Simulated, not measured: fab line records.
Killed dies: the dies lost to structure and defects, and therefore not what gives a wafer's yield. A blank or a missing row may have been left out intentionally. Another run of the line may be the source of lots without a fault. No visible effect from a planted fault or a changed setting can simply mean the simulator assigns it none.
Which tool was responsible? ; flow nand-harc ; Sampling: 24 lots, 72 wafers, 6 of 1159 route steps

## WHAT THE GAUGES SHOWED, per wafer
The record holds no reading of a measuring or inspecting step that can be judged against a usual standard deviation.

## WHAT TOOL EACH LOT RAN ON (gives the tool, then ch and the chambers of the sampled wafers, and finally the start)
lot;NHARC_A_STAIRCASE_ETCH_225;NHARC_A_STAIRCASE_TRIM_233;NHARC_A_STAIRCASE_STRIP_254;NHARC_A_STAIRCASE_DEP_259;NHARC_A_STAIRCASE_STRIP_295;NHARC_A_STAIRCASE_ETCH_315
L075;rie-diel-13 ch 0,1,3, day 11 23:06 or earlier;rie-diel-01 ch 0,1,2, day 11 23:06 or earlier;plasma-asher-01 ch 0,1, day 11 23:06;pecvd-03 ch 1,2, day 12 02:44;rie-diel-13 ch 0,1, no start;rie-diel-01 ch 0,1,3, no start
L077;rie-diel-13 ch 0,1,3, day 12 04:02 or earlier;rie-diel-12 ch 0,2,3, day 12 04:02 or earlier;plasma-asher-02 ch 0,1, day 12 04:02;pecvd-04 ch 1,2, day 12 06:44;rie-diel-13 ch 1,2,3, no start;rie-diel-01 ch 0,2,3, no start
L076;rie-diel-12 ch 1,2,3, day 12 04:25 or earlier;rie-diel-12 ch 0,1,3, day 12 04:25 or earlier;plasma-asher-01 ch 1, day 12 04:25;pecvd-03 ch 0,1,2, day 12 07:05;rie-diel-12 ch 0,1,2, no start;rie-diel-12 ch 0,1,2, no start
L074;rie-diel-01 ch 0,1,2, day 12 05:31 or earlier;rie-diel-13 ch 0,2,3, day 12 05:31 or earlier;plasma-asher-02 ch 0,1, day 12 05:31;pecvd-03 ch 0,2, day 12 08:56;rie-diel-13 ch 1,2,3, no start;rie-diel-01 ch 0,1,3, no start
L078;rie-diel-12 ch 1,2,3, day 12 07:59 or earlier;rie-diel-01 ch 0,1,3, day 12 07:59 or earlier;plasma-asher-01 ch 0,1, day 12 07:59;pecvd-03 ch 0,1, day 12 10:49;rie-diel-01 ch 0,1,2, no start;rie-diel-12 ch 0,2,3, no start
L079;rie-diel-12 ch 1,2,3, day 12 13:55 or earlier;rie-diel-12 ch 0,2,3, day 12 13:55 or earlier;plasma-asher-02 ch 0,1, day 12 13:55;pecvd-01 ch 1,2, day 12 16:31;rie-diel-12 ch 1,3, no start;rie-diel-13 ch 0,1, no start
L080;rie-diel-01 ch 1,3, day 12 21:04 or earlier;rie-diel-01 ch 1,2, day 12 21:04 or earlier;plasma-asher-02 ch 0,1, day 12 21:04;pecvd-01 ch 0,1,2, day 13 04:37;rie-diel-12 ch 1,2, no start;rie-diel-01 ch 0,2,3, no start
L081;rie-diel-01 ch 0,1,3, day 13 00:31 or earlier;rie-diel-13 ch 0,3, day 13 00:31 or earlier;plasma-asher-01 ch 0,1, day 13 00:31;pecvd-04 ch 0,2, day 13 04:56;rie-diel-01 ch 0,2,3, no start;rie-diel-13 ch 2,3, no start
L082;rie-diel-01 ch 0,1,3, day 13 00:43 or earlier;rie-diel-12 ch 0,1, day 13 00:43 or earlier;plasma-asher-02 ch 0, day 13 00:43;pecvd-01 ch 1,2, day 13 05:08;rie-diel-12 ch 0,3, no start;rie-diel-01 ch 0,2, no start
L084;rie-diel-13 ch 0,2,3, day 13 20:31 or earlier;rie-diel-12 ch 0,2,3, day 13 20:31 or earlier;plasma-asher-02 ch 0,1, day 13 20:31;pecvd-04 ch 0,1,2, day 14 01:23;rie-diel-12 ch 0,1,3, no start;rie-diel-12 ch 0,1,2, no start
L083;rie-diel-01 ch 2,3, day 13 21:35 or earlier;rie-diel-12 ch 0,1,3, day 13 21:35 or earlier;plasma-asher-02 ch 0,1, day 13 21:35;pecvd-04 ch 0,2, day 14 01:44;rie-diel-13 ch 2,3, no start;rie-diel-13 ch 2,3, no start
L085;rie-diel-13 ch 0,2,3, day 14 12:26 or earlier;rie-diel-13 ch 0,3, day 14 12:26 or earlier;plasma-asher-01 ch 0,1, day 14 12:26;pecvd-04 ch 0,1, day 14 15:05;rie-diel-01 ch 0,1, no start;rie-diel-13 ch 0,1,3, no start
L087;rie-diel-13 ch 0,1,2, day 14 15:26 or earlier;rie-diel-13 ch 1,2,3, day 14 15:26 or earlier;plasma-asher-02 ch 0,1, day 14 15:26;pecvd-04 ch 1,2, day 14 18:40;rie-diel-13 ch 0,2,3, no start;rie-diel-12 ch 0,1,3, no start
L088;rie-diel-12 ch 0,2,3, day 14 21:06 or earlier;rie-diel-13 ch 0,1,2, day 14 21:06 or earlier;plasma-asher-02 ch 0,1, day 14 21:06;pecvd-01 ch 0,1,2, day 15 01:16;rie-diel-13 ch 1,2,3, no start;rie-diel-13 ch 1,2,3, no start
L086;rie-diel-13 ch 1,2,3, day 14 21:24 or earlier;rie-diel-13 ch 0,1, day 14 21:24 or earlier;plasma-asher-01 ch 0,1, day 14 21:24;pecvd-03 ch 0,1,2, day 15 01:25;rie-diel-01 ch 0,2,3, no start;rie-diel-13 ch 0,1,3, no start
L089;rie-diel-13 ch 1,2, day 15 02:14 or earlier;rie-diel-13 ch 0,1,3, day 15 02:14 or earlier;plasma-asher-02 ch 0,1, day 15 02:14;pecvd-01 ch 0,2, day 15 04:53;rie-diel-12 ch 0,2, no start;rie-diel-13 ch 0,1,2, no start
L094;rie-diel-01 ch 0,2,3, day 16 03:20 or earlier;rie-diel-01 ch 0,1,3, day 16 03:20 or earlier;plasma-asher-01 ch 0,1, day 16 03:20;pecvd-01 ch 0,1,2, day 16 06:20;rie-diel-12 ch 0,1,3, no start;rie-diel-13 ch 0,1,2, no start
L090;rie-diel-13 ch 1,2,3, day 16 04:22 or earlier;rie-diel-13 ch 2,3, day 16 04:22 or earlier;plasma-asher-01 ch 0,1, day 16 04:22;pecvd-04 ch 0,1, day 16 07:53;rie-diel-01 ch 1,3, no start;rie-diel-13 ch 0,1,2, no start
L092;rie-diel-13 ch 0,1, day 16 05:20 or earlier;rie-diel-01 ch 2,3, day 16 05:20 or earlier;plasma-asher-01 ch 0,1, day 16 05:20;pecvd-01 ch 0,2, day 16 08:16;rie-diel-13 ch 0,3, no start;rie-diel-12 ch 1,2,3, no start
L091;rie-diel-13 ch 0,1,3, day 16 10:37 or earlier;rie-diel-12 ch 0,3, day 16 10:37 or earlier;plasma-asher-02 ch 0,1, day 16 10:37;pecvd-03 ch 1,2, day 16 13:45;rie-diel-01 ch 0,1,3, no start;rie-diel-13 ch 1,2,3, no start
L095;rie-diel-13 ch 0,1, day 16 11:38 or earlier;rie-diel-13 ch 0,3, day 16 11:38 or earlier;plasma-asher-02 ch 0,1, day 16 11:38;pecvd-03 ch 0,2, day 16 14:58;rie-diel-13 ch 0,2, no start;rie-diel-01 ch 1,3, no start
L096;rie-diel-01 ch 0,1,2, day 16 13:36 or earlier;rie-diel-01 ch 0,2,3, day 16 13:36 or earlier;plasma-asher-02 ch 0,1, day 16 13:36;pecvd-03 ch 0,1,2, day 16 16:18;rie-diel-13 ch 1,2,3, no start;rie-diel-13 ch 0,2,3, no start
L093;rie-diel-12 ch 2,3, day 16 14:00 or earlier;rie-diel-13 ch 2,3, day 16 14:00 or earlier;plasma-asher-01 ch 0,1, day 16 14:00;pecvd-03 ch 0,1,2, day 16 16:44;rie-diel-01 ch 0,1,3, day 16 20:25;rie-diel-01 ch 1,2,3, no start
L097;rie-diel-01 ch 1,2,3, day 17 01:03 or earlier;rie-diel-01 ch 0,1, day 17 01:03 or earlier;plasma-asher-02 ch 0, day 17 01:03;pecvd-03 ch 1,2, day 17 03:44;rie-diel-13 ch 0,2, no start;rie-diel-01 ch 0,1,2, no start
- NHARC_A_STAIRCASE_ETCH_225: etches the open film in C4F8/O2, target depth 100 nm, time 40.5 s.
- NHARC_A_STAIRCASE_TRIM_233: chemistry O2, time 211.2 s.
- NHARC_A_STAIRCASE_STRIP_254: strips in O2.
- NHARC_A_STAIRCASE_DEP_259: deposits SiON, target thk 30 nm.
- NHARC_A_STAIRCASE_STRIP_295: strips in O2.
- NHARC_A_STAIRCASE_ETCH_315: etches the open film in C4F8/O2/Ar, target depth 2500 nm, time 607.1 s.

## AS READ BY THE TOOLS THEMSELVES (means over the sampled wafers that have a number; for cases with no such wafer, the mark the record gives instead)
NHARC_A_STAIRCASE_ETCH_225.
lot;tool;oes-product-au (a.u.);rf-vpp-V (V)
L075;rie-diel-13;0.938;897
L077;rie-diel-13;0.941;897
L076;rie-diel-12;0.945;896
L074;rie-diel-01;0.950;893
L078;rie-diel-12;0.948;894
L079;rie-diel-12;0.937;895
L080;rie-diel-01;0.930;902
L081;rie-diel-01;0.936;899
L082;rie-diel-01;0.944;898
L084;rie-diel-13;0.942;899
L083;rie-diel-01;0.936;894
L085;rie-diel-13;0.938;899
L087;rie-diel-13;0.941;903
L088;rie-diel-12;0.936;897
L086;rie-diel-13;0.949;899
L089;rie-diel-13;0.943;903
L094;rie-diel-01;0.939;893
L090;rie-diel-13;0.937;899
L092;rie-diel-13;0.947;901
L091;rie-diel-13;0.929;898
L095;rie-diel-13;0.959;900
L096;rie-diel-01;0.940;892
L093;rie-diel-12;0.936;897
L097;rie-diel-01;0.934;898

NHARC_A_STAIRCASE_TRIM_233.
lot;tool;drypump-motor-current-A (A);o2-flow-sccm (sccm);oes-product-au (a.u.);rf-vpp-V (V);showerhead-plenum-p-Torr (Torr);throttle-valve-pct (%)
L075;rie-diel-01;5.8;500.9;1.008;58.2;3.44;17.042
L077;rie-diel-12;6.0;500.3;0.998;58.0;3.58;17.038
L076;rie-diel-12;6.0;501.0;0.994;57.0;3.52;17.040
L074;rie-diel-13;5.6;500.4;0.999;57.6;3.44;17.037
L078;rie-diel-01;5.8;500.8;0.996;58.6;3.59;17.028
L079;rie-diel-12;6.0;498.9;0.998;58.0;3.57;17.029
L080;rie-diel-01;6.0;500.0;1.001;57.7;3.56;17.031
L081;rie-diel-13;5.2;499.9;0.998;57.7;3.58;17.034
L082;rie-diel-12;5.9;500.1;0.998;58.1;3.40;17.029
L084;rie-diel-12;6.0;500.2;1.003;58.5;3.57;17.031
L083;rie-diel-12;6.0;502.4;1.000;57.0;3.52;17.038
L085;rie-diel-13;5.2;499.1;0.997;58.4;3.58;17.044
L087;rie-diel-13;6.1;500.9;1.001;57.6;3.59;17.033
L088;rie-diel-13;5.6;500.3;0.988;58.5;3.71;17.040
L086;rie-diel-13;5.7;501.5;1.000;59.1;3.66;17.043
L089;rie-diel-13;5.7;500.2;0.994;58.5;3.55;17.028
L094;rie-diel-01;5.8;500.5;1.004;58.1;3.57;17.044
L090;rie-diel-13;6.1;500.0;0.995;57.9;3.47;17.029
L092;rie-diel-01;5.7;499.5;1.004;57.5;3.47;17.024
L091;rie-diel-12;6.2;500.4;0.992;58.2;3.62;17.042
L095;rie-diel-13;5.2;499.2;1.008;58.0;3.57;17.035
L096;rie-diel-01;5.6;499.8;1.001;58.3;3.46;17.030
L093;rie-diel-13;6.0;500.5;1.012;57.8;3.63;17.037
L097;rie-diel-01;6.0;499.5;0.995;56.4;3.53;17.032

NHARC_A_STAIRCASE_STRIP_254.
lot;tool;drypump-motor-current-A (A);heater-power-w (W)
L075;plasma-asher-01;5.2;390
L077;plasma-asher-02;6.2;332
L076;plasma-asher-01;5.0;432
L074;plasma-asher-02;6.2;330
L078;plasma-asher-01;5.5;367
L079;plasma-asher-02;6.2;332
L080;plasma-asher-02;6.2;331
L081;plasma-asher-01;5.4;358
L082;plasma-asher-02;6.1;308
L084;plasma-asher-02;6.1;324
L083;plasma-asher-02;6.1;323
L085;plasma-asher-01;5.2;379
L087;plasma-asher-02;6.2;335
L088;plasma-asher-02;6.1;322
L086;plasma-asher-01;5.4;354
L089;plasma-asher-02;6.2;326
L094;plasma-asher-01;5.2;379
L090;plasma-asher-01;5.4;355
L092;plasma-asher-01;5.5;361
L091;plasma-asher-02;6.2;328
L095;plasma-asher-02;6.1;315
L096;plasma-asher-02;6.2;328
L093;plasma-asher-01;5.2;376
L097;plasma-asher-02;6.1;307

NHARC_A_STAIRCASE_DEP_259.
lot;tool;heater-power-w (W);susceptor-temp-C (C)
L075;pecvd-03;672;399.91
L077;pecvd-04;851;400.03
L076;pecvd-03;644;400.02
L074;pecvd-03;723;400.23
L078;pecvd-03;650;399.71
L079;pecvd-01;721;400.23
L080;pecvd-01;656;399.61
L081;pecvd-04;832;400.23
L082;pecvd-01;666;399.94
L084;pecvd-04;788;399.97
L083;pecvd-04;711;400.22
L085;pecvd-04;656;400.05
L087;pecvd-04;867;399.93
L088;pecvd-01;656;399.88
L086;pecvd-03;693;400.22
L089;pecvd-01;614;399.94
L094;pecvd-01;616;400.01
L090;pecvd-04;760;399.96
L092;pecvd-01;688;399.99
L091;pecvd-03;694;400.02
L095;pecvd-03;703;400.11
L096;pecvd-03;731;400.05
L093;pecvd-03;685;400.07
L097;pecvd-03;641;399.97

NHARC_A_STAIRCASE_STRIP_295.
lot;tool;drypump-motor-current-A (A);o2-flow-sccm (sccm);oes-product-au (a.u.);rf-vpp-V (V);showerhead-plenum-p-Torr (Torr);throttle-valve-pct (%)
L075;rie-diel-13;5.7;500.7;0.998;57.4;3.67;17.035
L077;rie-diel-13;6.1;500.3;1.004;58.7;3.42;17.045
L076;rie-diel-12;5.8;499.2;0.997;58.1;3.46;17.035
L074;rie-diel-13;6.1;498.9;0.998;57.6;3.41;17.044
L078;rie-diel-01;5.9;498.6;1.001;57.2;3.44;17.032
L079;rie-diel-12;6.1;499.3;0.996;58.5;3.56;17.034
L080;rie-diel-12;5.7;499.1;0.999;57.4;3.39;17.033
L081;rie-diel-01;5.7;500.8;0.991;57.8;3.47;17.031
L082;rie-diel-12;6.1;501.8;1.000;56.7;3.59;17.024
L084;rie-diel-12;6.1;499.3;0.997;58.4;3.51;17.049
L083;rie-diel-13;6.1;499.6;1.003;58.0;3.64;17.037
L085;rie-diel-01;6.0;500.1;1.002;57.7;3.54;17.048
L087;rie-diel-13;5.6;500.1;1.011;57.7;3.60;17.030
L088;rie-diel-13;6.1;501.3;1.010;58.0;3.58;17.043
L086;rie-diel-01;5.7;501.2;0.998;58.3;3.47;17.036
L089;rie-diel-12;5.9;500.4;1.000;57.7;3.52;17.030
L094;rie-diel-12;6.0;498.6;0.996;58.1;3.50;17.032
L090;rie-diel-01;5.9;500.4;0.994;58.5;3.69;17.035
L092;rie-diel-13;5.2;499.9;0.999;57.2;3.56;17.044
L091;rie-diel-01;5.8;498.9;1.002;57.5;3.57;17.045
L095;rie-diel-13;5.6;500.6;1.004;58.0;3.76;17.041
L096;rie-diel-13;6.1;500.2;0.992;57.5;3.57;17.035
L093;rie-diel-01;5.8;500.7;0.997;58.0;3.57;17.037
L097;rie-diel-13;5.2;500.3;1.000;58.3;3.72;17.032

NHARC_A_STAIRCASE_ETCH_315.
lot;tool;oes-product-au (a.u.);rf-vpp-V (V)
L075;rie-diel-01;0.940;1831
L077;rie-diel-01;0.944;1822
L076;rie-diel-12;0.919;1822
L074;rie-diel-01;0.946;1832
L078;rie-diel-12;0.934;1830
L079;rie-diel-13;0.949;1839
L080;rie-diel-01;0.937;1822
L081;rie-diel-13;0.928;1823
L082;rie-diel-01;0.940;1811
L084;rie-diel-12;0.924;1822
L083;rie-diel-13;0.922;1823
L085;rie-diel-13;0.927;1829
L087;rie-diel-12;0.930;1825
L088;rie-diel-13;0.937;1831
L086;rie-diel-13;0.930;1828
L089;rie-diel-13;0.938;1840
L094;rie-diel-13;0.936;1841
L090;rie-diel-13;0.942;1839
L092;rie-diel-12;0.930;1825
L091;rie-diel-13;0.928;1829
L095;rie-diel-01;0.936;1841
L096;rie-diel-13;0.930;1831
L093;rie-diel-01;0.923;1830
L097;rie-diel-01;0.944;1819

## THE ANSWER, worked out from the rows above alone
Rule: the usual values come from the lots themselves. Put in order of their means at a reading, lots are off if they are a third of the lots or fewer, leave a main group of 4 or more, and stand apart from it by a gap of 3 or more times the standard deviation of the main group's means; of several such gaps the widest counts. Not used: any main group whose means are identical at the precision the tables above print for the reading. A lot without any number at a reading at which 4 lots or more have one is off too. The other lots that the step has rows for count as sound. First the gauges in route order, then the tools' own readings, where a lot's mean is used as printed above. At the first step where some lot is off, the reading lying furthest off is the one used; lots without a number count as furthest.
Nothing can be told from this: no lot is off at any reading shown.

## WHAT HAD BEEN PUT IN BY THE SIMULATOR
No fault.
